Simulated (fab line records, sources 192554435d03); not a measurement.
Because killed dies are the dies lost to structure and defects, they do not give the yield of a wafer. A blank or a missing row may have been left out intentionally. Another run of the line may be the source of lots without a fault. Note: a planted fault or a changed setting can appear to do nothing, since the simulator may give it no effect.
The tool behind it: which one? + flow n5_finfet + route of 1938 steps, sampled at 1 step: 12 lots, 36 wafers

WHAT EACH GAUGE READ, for each wafer
N5_BEOL_M13_OVL_MEAS_29.
| lot  | measured     | on         | M13_OVL (nm) |
|------|--------------|------------|--------------|
| L076 | day 11 23:55 | overlay-01 | 0 2 -8       |
| L077 | day 12 05:38 | overlay-01 | -6 -15 -9    |
| L079 | day 12 22:05 | overlay-02 | -1 -2 -2     |
| L083 | day 13 12:34 | overlay-01 | -2 -17 -15   |
| L082 | day 13 16:49 | overlay-01 | 3 0 -2       |
| L084 | day 14 00:13 | overlay-02 | 7 -1 6       |
| L088 | day 15 00:50 | overlay-02 | -10 -4 -5    |
| L085 | day 15 01:44 | overlay-01 | -2 -2 -5     |
| L091 | day 15 10:31 | overlay-01 | -10 -8 -15   |
| L094 | day 16 15:38 | overlay-02 | 0 -3 1       |
| L097 | day 17 01:47 | overlay-02 | -5 -7 -6     |
| L096 | day 17 12:45 | overlay-01 | 3 -11 -8     |

WHICH TOOL RAN EACH LOT (tool, then ch and the chambers of the sampled wafers, then the start)
The record holds no process step before these readings.

THE ANSWER, worked out from the rows above alone
Rule: the usual values come from the lots themselves. The widest of any qualifying gaps counts: lots, ordered by their means at a reading, are off when they make up no more than a third of the lots, leave a main group of 4 or more, and stand apart from it by 3 or more times the standard deviation of that group's means. The tables above print the reading to a certain number of digits; a main group whose means all agree to those digits is not used. Also off: a lot with no number at a reading for which 4 or more lots have one. All remaining lots with rows at the step are treated as sound.
Across all readings shown, no lot is off: no conclusion can be drawn from this.

WHAT THE SIMULATOR HAD PUT IN
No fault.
